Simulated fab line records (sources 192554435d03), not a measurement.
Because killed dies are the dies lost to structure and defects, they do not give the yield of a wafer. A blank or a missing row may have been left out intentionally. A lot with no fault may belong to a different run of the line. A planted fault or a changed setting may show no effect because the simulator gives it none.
8D (eight disciplines) problem report, filled in by code    flow n5-finfet    the parts of the form that need people (team, actions taken, sign-off) are left out

## 1. WHAT IS WRONG
Mean of etch-rf-on-time-s at N5_BEOL_M4_ETCH_69: 18.2 s across 2 wafers in 2 lots; on wafers with no fault it is 25.8 s (standard deviation 0.42). Measured from the usual mean, that is -18 standard deviations.
The step: etches SiARC in CF4, target depth 15.6 nm, time 26 s.
First seen on wafer L146.1, day 12 08:17, on rie-diel-04. The record holds 22 wafers of 8 lots with a number at this step. The rule behind "out" and "out of limits": a value lying over 4 standard deviations away from the usual mean. All remaining wafers that have a number are taken as sound.

## 2. WHAT IT IS, WHAT IT ISN'T
question                     is                 is not
which readings at this step  etch-rf-on-time-s  drypump-motor-current-A, rf-fwd-power-W, rf-vpp-V, showerhead-plenum-p-Torr, throttle-valve-pct
which lots                   L146, L148         L130, L131, L134, L140, L141, L142
which wafers of those lots   L146.1, L148.3     L146.2, L148.6
read on which tools          rie-diel-04        rie-diel-02, rie-diel-05
when                         from day 12 08:17  up to then (19 sound wafers); but 1 sound wafer of L148 came after

## 3. WHAT RULES OUT EACH SUSPECT
Counting: if a tool at a process step up to the reading ran every lot that is out, it stays a suspect. Sound lots after the first of them don't rule it out here, since some wafers of a struck lot are sound.
- rie-diel-04 at N5_BEOL_M4_ETCH_69 (etches SiARC in CF4, target depth 15.6 nm, time 26 s): kept. Every lot that is out went through it, the first being L146 (day 12 08:17); the last sound lot it ran before that was L140 (day 11 03:54). Its own etch-rf-on-time-s readings are out on those wafers.
Remaining after the count: rie-diel-04 at N5_BEOL_M4_ETCH_69.

## 4. THE CAUSE (what the simulator had put in)
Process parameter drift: rie-diel-04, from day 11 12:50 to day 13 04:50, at N5_BEOL_M4_ETCH_69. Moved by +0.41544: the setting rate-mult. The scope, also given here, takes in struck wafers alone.
After counting, this tool was the only one left.

## 5. THE EFFECT CHAIN, in route order
One row per reading whose mean, taken over the struck wafers that have a number, lies over 3 standard deviations from the usual. Only readings for which the record gives a usual standard deviation are gone through. hours: the time from each lot's start at the first step in this table that gives one to its start at this step, as a median over the lots. sigmas: the change in usual standard deviations.
hours  step                reading            usual   on struck wafers  change  sigmas
0      N5_BEOL_M4_ETCH_69  etch-rf-on-time-s  25.8 s  18.2              -7.6    -18
Here are the process steps it includes:
- N5_BEOL_M4_ETCH_69: etches SiARC in CF4, target depth 15.6 nm, time 26 s.
At these later measuring or inspecting steps, every struck wafer for which the step has a row has a number for every such reading, and none has moved that far: N5_BEOL_M4_RC_MEAS_101.

## 6. HOW IT WOULD HAVE BEEN CAUGHT EARLIER
First out-of-limits reading in this record: day 12 08:17, which is 19 hours after fault onset at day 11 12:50.
